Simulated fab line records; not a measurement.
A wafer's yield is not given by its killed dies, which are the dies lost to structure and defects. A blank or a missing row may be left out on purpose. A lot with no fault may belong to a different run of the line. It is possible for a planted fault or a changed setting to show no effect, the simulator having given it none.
Which tool did it?    flow nand-harc    13 lots, 39 wafers sampled, at 1 step of a route of 1159

WHAT THE GAUGES SHOWED, per wafer
NHARC_A_ONON_D1_THK_MEAS_24: measures by ellipsometry.
lot   measured      on             thk-nm (nm)
L184  day 8 12:36   film-metro-01  990 990 990
L185  day 8 16:04   film-metro-01  988 989 988
L186  day 8 21:20   film-metro-02  1000 1004 1003
L187  day 8 21:21   film-metro-01  993 995 992
L189  day 9 08:34   film-metro-01  1019 1015 1015
L188  day 9 08:34   film-metro-02  998 998 998
L190  day 9 17:11   film-metro-02  1002 1004 1003
L191  day 9 17:12   film-metro-01  984 984 985
L192  day 10 03:55  film-metro-02  993 992 994
L193  day 10 03:55  film-metro-01  998 999 998
L195  day 10 15:53  film-metro-01  1009 1008 1009
L205  day 13 03:01  film-metro-01  994 997 996
L207  day 13 20:55  film-metro-02  981 982 982

WHICH TOOL RAN EACH LOT (tool, then ch and the chambers of the sampled wafers, then the start)
There is no process step in the record ahead of these readings.

AS READ BY THE TOOLS THEMSELVES (means over the sampled wafers that have a number; for cases with no such wafer, the mark the record gives instead)
The record holds no such reading with a usual standard deviation.

THE ANSWER, worked out from the rows above alone
Rule: usual is defined by the lots themselves. Put in order of their means at a reading, lots are off if they are a third of the lots or fewer, leave a main group of 4 or more, and stand apart from it by a gap of 3 or more times the standard deviation of the main group's means; of several such gaps the widest counts. The tables above print the reading to a certain number of digits; a main group whose means all agree to those digits is not used. A lot without any number at a reading at which 4 lots or more have one is off too. Where the step has rows for the other lots, those lots are counted as sound. The gauges are gone through in route order, then the tools' own readings, and for those a lot's mean is taken as printed above. At the first step where some lot is off, the reading lying furthest off is the one used; lots without a number count as furthest.
No lot is off at any reading shown: from this, nothing can be told.

WHAT THE SIMULATOR PUT IN
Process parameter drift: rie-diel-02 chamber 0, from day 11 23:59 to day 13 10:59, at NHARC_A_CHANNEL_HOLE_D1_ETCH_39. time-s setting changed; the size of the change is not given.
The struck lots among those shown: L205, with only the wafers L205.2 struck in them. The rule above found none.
